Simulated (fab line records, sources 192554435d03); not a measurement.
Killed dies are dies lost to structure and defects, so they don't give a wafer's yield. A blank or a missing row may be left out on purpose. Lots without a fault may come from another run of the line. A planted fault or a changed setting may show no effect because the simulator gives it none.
Split-lot experiment | flow n5_finfet | 7 lots, 21 wafers read, on a route of 1938 steps

THE SPLIT
At N5_BEOL_M14_ETCH_68 (etches SOC in N2/H2, time 450 s), the setting time_s was moved away from the recipe's 450 s on 4 of the 21 wafers read, by -18.2% to +20.7%. The other wafers ran this setting at the recipe's value.

The reading is taken at the split's own step.

THE READING
SiARC_of_BEOL_M14_COAT_66.thk_nm (the simulator's own value, which no gauge read), in nm, at N5_BEOL_M14_ETCH_68 (etches SOC in N2/H2, time 450 s). The file gives no usual value for it. The 17 wafers here that ran the recipe average 65.6 nm, standard deviation 0.98 nm.

wafer  | tool, chamber at the split | time_s as run, s | against the recipe | SiARC_of_BEOL_M14_COAT_66.thk_nm, nm | against lot-mates on the recipe
L077.2 | rie_diel-01, 3             | 450              | recipe             | 65.6                                 | -
L077.3 | rie_diel-01, 2             | 450              | recipe             | 64.6                                 | -
L077.5 | rie_diel-01, 3             | 450              | recipe             | 65.6                                 | -
L079.2 | rie_diel-03, 3             | 450              | recipe             | 65.2                                 | -
L079.4 | rie_diel-03, 0             | 450              | recipe             | 65.4                                 | -
L079.6 | rie_diel-03, 2             | 450              | recipe             | 65.4                                 | -
L081.4 | rie_diel-01, 3             | 450              | recipe             | 66.4                                 | -
L081.5 | rie_diel-01, 1             | 450              | recipe             | 65.4                                 | -
L081.6 | rie_diel-01, 2             | 450              | recipe             | 64.4                                 | -
L083.2 | rie_diel-03, 3             | 450              | recipe             | 64.8                                 | -
L083.3 | rie_diel-03, 2             | 450              | recipe             | 63.8                                 | -
L083.5 | rie_diel-03, 2             | 450              | recipe             | 64.8                                 | -
L084.1 | rie_diel-04, 2             | 543              | +20.7%             | 57                                   | -8.4
L084.4 | rie_diel-04, 3             | 450              | recipe             | 65.4                                 | -
L084.6 | rie_diel-04, 3             | 543              | +20.7%             | 55.8                                 | -9.6
L090.3 | rie_diel-03, 1             | 368.3            | -18.2%             | 74.4                                 | +7.6
L090.4 | rie_diel-03, 2             | 368.3            | -18.2%             | 72.8                                 | +6.0
L090.5 | rie_diel-03, 1             | 450              | recipe             | 66.8                                 | -
L092.1 | rie_diel-03, 0             | 450              | recipe             | 66.4                                 | -
L092.2 | rie_diel-03, 1             | 450              | recipe             | 68                                   | -
L092.4 | rie_diel-03, 2             | 450              | recipe             | 66.4                                 | -

THE FIT
A straight line over all 21 wafers: SiARC_of_BEOL_M14_COAT_66.thk_nm changes by -0.443 nm for each +1% of time_s; r = -0.97; the points scatter about the line by 0.98 nm.
The same after taking each lot's own level away (the mean of its wafers on the recipe; 21 wafers): -0.409 nm for each +1%; r = -0.98; scatter 0.66 nm.
On that fit, the largest move of time_s shifts the reading by 8.4 nm.
The lots' own levels span 64.47 to 66.93 nm, that is 2.5 times the standard deviation above.
So the lot-to-lot level changes the slope little: the two slopes agree.
Check: with one of the wafers moved furthest among these (+20.7%) left out of the fit, the line predicts -8.63 nm for it against its lot-mates. It came out at -8.4 nm against them.

OTHER SPLITS ON THESE WAFERS
These wafers also went through other splits before the reading. Each is held against what the fit with the lots' levels taken away leaves over:
other split on the same wafers | wafers away from the commonest value | r with SiARC_of_BEOL_M14_COAT_66.thk_nm (lot level and that fit taken away)
N5_BEOL_M14_PEB_26 peb_temp_c  | 7                                    | -0.27

THE FILE'S OWN FIT
SiARC_of_BEOL_M14_COAT_66.thk_nm changes by -0.409 nm for each +1% of time_s, r = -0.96.
